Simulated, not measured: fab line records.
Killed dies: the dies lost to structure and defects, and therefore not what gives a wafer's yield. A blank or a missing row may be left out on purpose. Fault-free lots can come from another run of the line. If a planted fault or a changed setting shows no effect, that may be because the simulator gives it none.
8D (eight disciplines) problem report, filled in by code | flow nand harc | the parts of the form that need people (team, actions taken, sign-off) are left out

== 1. WHAT IS WRONG ==
run length s at NHARC_P_M0_ETCH_34 reads a mean of 53.5 s on 2 wafers of 2 lots; wafers without a fault read 65.1 s with a standard deviation of 0.42. That puts it -28 standard deviations away from the usual mean.
The step: etches the open film in N2/H2, target depth 40 nm, overetch 12 nm, time 43.94 s.
Seen first at day 11 07:13 on rie diel-11, wafer L516.3. The record holds 33 wafers of 11 lots with a number at this step. Rule for "out", or "out of limits": more than 4 standard deviations from the usual mean. The other wafers with a number count as sound.

== 2. WHAT IT IS, WHAT IT ISN'T ==
question                    | is                | is not
which readings at this step | run length s      | drypump motor current A, oes product au, rf vpp V, showerhead plenum p Torr, throttle valve pct
which lots                  | L516, L517        | L503, L509, L510, L519, L520, L521, L522, L524, L525
which wafers of those lots  | L516.3, L517.2    | L516.4, L516.5, L517.4, L517.5
read on which tools         | rie diel-11       | rie diel-03, rie diel-10
when                        | from day 11 07:13 | up to then (11 sound wafers); but 20 sound wafers of L517, L519, L520, L521, L522, L524, L525 came after

== 3. SUSPECTS, AND WHAT RULES EACH OUT ==
Counting: a tool at a process step up to the reading stays a suspect if it ran every lot that is out. Sound lots after the first of them don't rule it out here, since some wafers of a struck lot are sound.
- rie diel-11 at NHARC_P_M0_ETCH_34 (etches the open film in N2/H2, target depth 40 nm, overetch 12 nm, time 43.94 s): kept. Every lot that is out went through it, the first being L516 (day 11 07:13); the last sound lot it ran before that was L510 (day 9 05:13). Out on those wafers are its own readings of run length s.
- In rie diel-11 at NHARC_P_M0_ETCH_34, the wafers that are out were processed in chamber 0 and their sound lot-mates in chambers 1, 3.
The count leaves rie diel-11 at NHARC_P_M0_ETCH_34.

== 4. THE CAUSE (what the simulator had put in) ==
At NHARC_P_M0_ETCH_34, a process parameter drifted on rie diel-11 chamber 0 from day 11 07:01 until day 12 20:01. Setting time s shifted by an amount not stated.
Counting left only this tool.

== 5. SEQUENCE OF EFFECTS, ordered by route ==
Each row: a reading where the mean over the struck wafers with a number is more than 3 standard deviations away from the usual. Only readings whose record carries a usual standard deviation are examined. hours: median over the lots of the time between each lot's start at the first step of this table that gives one and its start at this step. sigmas: the change, counted in usual standard deviations.
hours | step               | reading      | usual  | on struck wafers | change | sigmas
0     | NHARC_P_M0_ETCH_34 | run length s | 65.1 s | 53.5             | -11.6  | -28
Here are the process steps it includes:
- NHARC_P_M0_ETCH_34: etches the open film in N2/H2, target depth 40 nm, overetch 12 nm, time 43.94 s.
Readings that are blank on the struck wafers while sound wafers have them: bias w at NHARC_P_M0_ETCH_34.
At these later measuring or inspecting steps, every struck wafer for which the step has a row has a number for every such reading, and none has moved that far: NHARC_END_SORT_01.

== 6. WHAT WOULD HAVE CAUGHT IT SOONER ==
0 hours passed between the start of the fault at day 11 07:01 and the first reading out of limits in this record, taken at day 11 07:13.
